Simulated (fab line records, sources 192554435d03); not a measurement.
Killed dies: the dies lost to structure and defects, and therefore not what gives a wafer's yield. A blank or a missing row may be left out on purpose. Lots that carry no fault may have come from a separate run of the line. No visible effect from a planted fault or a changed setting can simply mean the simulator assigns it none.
Split-lot study ; flow n5 finfet ; 21 wafers read from 7 lots, route of 1938 steps

## SPLIT DETAILS
At N5_BEOL_M1_ILD_DEP_00 (deposits SiOC from DEMS/O2, target thk 79 nm, time 15.3 s), the setting time s was moved away from the recipe's 15.3 s on 8 of the 21 wafers read, by -13.9% to -8.0%. For the rest of the wafers, this setting stayed at what the recipe calls for.

No step appears in the file between the split and the reading.

## THE READING
M1_ILD_THK, in nm, at N5_BEOL_M1_THK_MEAS_01. Fault-free wafers of this fab line usually give 78.8 nm, standard deviation 0.9 nm.

wafer;tool, chamber at the split;time s as run, s;against the recipe;M1_ILD_THK, nm;against lot-mates on the recipe
L075.3;pecvd-04, 1;13.17;-13.9%;67.8;-11.4
L075.4;pecvd-04, 1;15.3;recipe;79.2;-
L075.5;pecvd-04, 0;13.17;-13.9%;68.0;-11.2
L077.1;pecvd-01, 1;15.3;recipe;78.8;-
L077.3;pecvd-01, 2;15.3;recipe;78.3;-
L077.6;pecvd-01, 0;14.07;-8.0%;72.6;-6.0
L084.2;pecvd-04, 1;15.3;recipe;77.8;-
L084.5;pecvd-04, 0;15.3;recipe;79.3;-
L084.6;pecvd-04, 2;15.3;recipe;80.2;-
L086.1;pecvd-01, 2;15.3;recipe;78.0;-
L086.4;pecvd-01, 2;15.3;recipe;78.6;-
L086.6;pecvd-01, 0;15.3;recipe;79.2;-
L087.3;pecvd-01, 0;15.3;recipe;76.8;-
L087.4;pecvd-01, 1,2;13.62;-11.0%;71.3;-5.5
L087.6;pecvd-01, 1,2;13.62;-11.0%;71.3;-5.5
L091.1;pecvd-03, 0;13.61;-11.0%;70.9;-7.4
L091.3;pecvd-03, 2;15.3;recipe;78.3;-
L091.4;pecvd-03, 1;13.61;-11.0%;70.7;-7.6
L097.4;pecvd-04, 2;13.58;-11.2%;71.0;-7.6
L097.5;pecvd-04, 1;15.3;recipe;78.2;-
L097.6;pecvd-04, 0;15.3;recipe;78.9;-
When a row names more than one chamber, that row covers several wafers, and the file does not tell which wafer ran in which chamber.

FIT RESULTS
A straight line over all 21 wafers: M1_ILD_THK changes by +0.719 nm for each +1% of time s; r = +0.99; the points scatter about the line by 0.74 nm.
The same after taking each lot's own level away (the mean of its wafers on the recipe; 21 wafers): +0.695 nm for each +1%; r = +0.97; scatter 0.99 nm.
The reading moves by 9.7 nm for the largest change in time s, on that fit.
Across the lots, their own levels run from 76.80 to 79.20 nm, a range of 2.7 times the standard deviation given above.
The two slopes agree, so the slope changes little with the lot-to-lot level.
Check: for one of the wafers moved furthest among these (-13.9%), held out of the fit, the line's prediction against its lot-mates is -9.21 nm. It came out at -11.4 nm against them.

## OTHER SPLITS APPLIED TO THESE WAFERS
These wafers also went through other splits before the reading. Each is held against what the fit with the lots' levels taken away leaves over:
other split on the same wafers;wafers away from the commonest value;r with M1_ILD_THK (lot level and that fit taken away)
N5_GATE_CUT_ETCH_58 bias w;8;-0.06
N5_GATE_CUT_COAT_27 spin rpm;6;-0.15
N5_MOL_CONTACT_COAG_ETCH_15 source w;4;+0.07
N5_MOL_CONTACT_COAG_ETCH_110 bias w;7;-0.46
N5_MOL_CONTACT_COAG_COAT_34 spin rpm;9;-0.31
N5_MOL_CONTACT_COAG_EXPOSE_37 dose mj;4;-0.26
N5_BEOL_M0_SAQP_DESCUM_19 time s;8;+0.40

## THE WHOLE CHAIN: every reading that the file lists as answering this split, in the file's order
step;what it does;reading;change (the file's fit);r (the file's)
N5_BEOL_M1_ILD_DEP_00;deposits SiOC from DEMS/O2, target thk 79 nm, time 15.3 s;SiOC_of_BEOL_M1_ILD_DEP_00.thk nm (the simulator's own value, which no gauge read);+0.691 nm for each +1% of the setting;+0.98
N5_BEOL_M1_THK_MEAS_01;;M1_ILD_THK;+0.687 for each +1% of the setting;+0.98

## FILE'S OWN FIT
M1_ILD_THK changes by +0.687 nm for each +1% of time s, r = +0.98.
